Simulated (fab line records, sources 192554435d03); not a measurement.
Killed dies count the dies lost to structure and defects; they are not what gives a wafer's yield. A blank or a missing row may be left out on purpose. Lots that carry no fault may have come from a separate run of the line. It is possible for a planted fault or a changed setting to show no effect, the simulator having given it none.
Problem report, 8D (eight disciplines) form, completed by code    flow n5-finfet    the parts of the form that need people (team, actions taken, sign-off) are left out

1. PROBLEM STATEMENT
At N5_PASSIVATION_PROBE_49, killed_at_M4_up averages 91 over 6 wafers from 2 lots, while fault-free wafers read 14, standard deviation 5.3. That is +14 standard deviations from the usual mean.
Seen first at day 14 06:04 on prober-01, wafer L364.4. At this step, 12 wafers from 4 lots have a number in the record. Rule for "out" (also "out of limits"): further than 4 standard deviations from the usual mean. The rest of the wafers with a number are treated as sound.

2. WHAT THIS IS AND IS NOT
question                     is                      is not
which readings at this step  killed_at_M4_up         killed_at_M0_to_M3, killed-at-contacts, killed-at-other, killed-short
which lots                   L364, L365              L363, L371
which wafers of those lots   all that have a number  -
read on which tools          prober-01, prober-02    -
when                         from day 14 06:04       up to then (3 sound wafers); but 3 sound wafers of L371 came after

3. WHAT RULES OUT EACH SUSPECT
Counting: a tool stays on the suspect list if, at a process step up to the reading, it processed all lots that are out and no sound lot following the first of them.
- pvd-sputter-02 at N5_BEOL_M4_ANNEAL_82 (time 240 s): kept. All lots that are out passed through it, beginning with L364 at day 9 21:47, and no sound lot followed; its final sound lot before that point was L363 at day 9 14:46.
- pvd-sputter-02 at N5_BEOL_M4_SPUTTER_86 (material Cu, target thk 4.5 nm, time 8.29 s): kept. All lots that are out passed through it, beginning with L364 at day 9 21:55, and no sound lot followed; its final sound lot before that point was L363 at day 9 14:55.
- pvd-sputter-02 at N5_BEOL_M4_SPUTTER_90 (material Cu, target thk 4.5 nm, time 8.29 s): kept. All lots that are out passed through it, beginning with L364 at day 9 22:22, and no sound lot followed; its final sound lot before that point was L363 at day 9 15:21.
- pvd-sputter-02 at N5_BEOL_M4_ANNEAL_91 (time 240 s): kept. All lots that are out passed through it, beginning with L364 at day 9 22:26, and no sound lot followed; its final sound lot before that point was L363 at day 9 15:26.
- pvd-sputter-02 at N5_BEOL_M4_SPUTTER_94 (material Cu, target thk 4.5 nm, time 8.29 s): kept. All lots that are out passed through it, beginning with L364 at day 9 22:48, and no sound lot followed; its final sound lot before that point was L363 at day 9 15:47.
- pvd-sputter-02 at N5_BEOL_M4_SPUTTER_96 (material Cu, target thk 4.5 nm, time 8.29 s): kept. All lots that are out passed through it, beginning with L364 at day 9 23:01, and no sound lot followed; its final sound lot before that point was L363 at day 9 16:01.
Left after counting: pvd-sputter-02 at N5_BEOL_M4_ANNEAL_82, pvd-sputter-02 at N5_BEOL_M4_SPUTTER_86, pvd-sputter-02 at N5_BEOL_M4_SPUTTER_90, pvd-sputter-02 at N5_BEOL_M4_ANNEAL_91, pvd-sputter-02 at N5_BEOL_M4_SPUTTER_94, pvd-sputter-02 at N5_BEOL_M4_SPUTTER_96.

4. THE CAUSE (what the simulator had put in)
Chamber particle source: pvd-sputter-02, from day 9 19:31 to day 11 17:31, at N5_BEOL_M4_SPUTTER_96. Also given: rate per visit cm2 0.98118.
Counting leaves 6 suspects; this tool is one of them.

5. THE EFFECT CHAIN, in route order
Each row: a reading where the mean over the struck wafers with a number is more than 3 standard deviations away from the usual. Readings are gone through only where the record gives a usual standard deviation; hours: the median, over the lots, of the time from a lot's start at the first step in this table giving one to that lot's start at this step; sigmas: the change measured in usual standard deviations.
hours  step                     reading               usual   on struck wafers  change  sigmas
0      N5_PASSIVATION_PROBE_49  defect-limited-yield  91.0 %  83.9              -7.1    -4.7
0      N5_PASSIVATION_PROBE_49  killed_at_M4_up       14      91                +77     +14
0      N5_PASSIVATION_PROBE_49  killed-dies           106     190               +84     +4.9
0      N5_PASSIVATION_PROBE_49  killed-on-rim         14      30                +16     +4.1
0      N5_PASSIVATION_PROBE_49  sort_bin_5_function   5.2 %   9.6               +4.4    +4.5
0      N5_PASSIVATION_PROBE_49  sort-n-pass           1074    990               -84     -4.9
0      N5_PASSIVATION_PROBE_49  sort-yield-pct        91.0 %  83.9              -7.1    -4.7
Here are the process steps it includes:
- N5_PASSIVATION_PROBE_49

6. HOW IT WOULD HAVE BEEN CAUGHT EARLIER
In this record no reading fell out of limits until day 14 06:04, 107 hours after the fault had begun at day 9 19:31.
An alarm limit of 4 standard deviations would not have fired on the tool readings at N5_BEOL_M4_SPUTTER_96 for which the record gives a usual standard deviation, since none of them was out on any struck wafer.
Lots out: 2; all had begun N5_BEOL_M4_SPUTTER_96 on pvd-sputter-02 by day 14 06:04. Holding the tool at that point would not have protected any of them.
